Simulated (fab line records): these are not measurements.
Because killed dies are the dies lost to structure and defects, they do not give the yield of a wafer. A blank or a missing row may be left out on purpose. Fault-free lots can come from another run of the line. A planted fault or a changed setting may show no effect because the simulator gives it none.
Chamber matching ; flow n5-finfet ; N5_BEOL_M6_DEP_56 on pecvd-02: 3 sister chambers
The step deposits SiCN from 3MS/NH3, target thk 10 nm, time 17.5 s. 3 wafers are shown with their chamber, then 9 later ones without.

EACH WAFER AND ITS CHAMBER
wafer;chamber;showerhead-plenum-p-Torr (Torr)
L142.1;2;3.653
L141.1;0;3.684
L141.4;1;3.656

WAFERS WITHOUT THEIR CHAMBER
wafer;showerhead-plenum-p-Torr (Torr)
L147.4;3.679
L147.5;3.653
L147.6;3.665
L146.3;3.657
L146.4;3.650
L146.6;3.658
L149.1;3.651
L149.4;3.653
L149.5;3.676

CHAMBER TAKEN BY EACH
wafer;from the rows above;in truth
L147.4;0;0
L147.5;can't be placed: 2 or 1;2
L147.6;can't be placed: 1 or 2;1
L146.3;can't be placed: 1 or 2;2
L146.4;can't be placed: 2 or 1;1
L146.6;can't be placed: 1 or 2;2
L149.1;can't be placed: 2 or 1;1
L149.4;can't be placed: 2 or 1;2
L149.5;0;0
Placed correctly: 2 of 9. From these rows, 7 cannot be placed; in 7 the true chamber is one of the candidates. Wrongly placed: 0.
How it was worked out, from the rows above alone: a wafer's distance from a chamber is the root of the sum, over the readings, of the square of ((its reading less the chamber's mean) divided by the reading's scatter). If the next closest chamber is less than 2 further off than the closest, the wafer can't be placed; otherwise it belongs to the closest. A chamber's mean is the mean of its shown wafers. The scatter: root of mean squared gap, hidden wafer to nearest shown wafer, with one shown wafer a chamber.
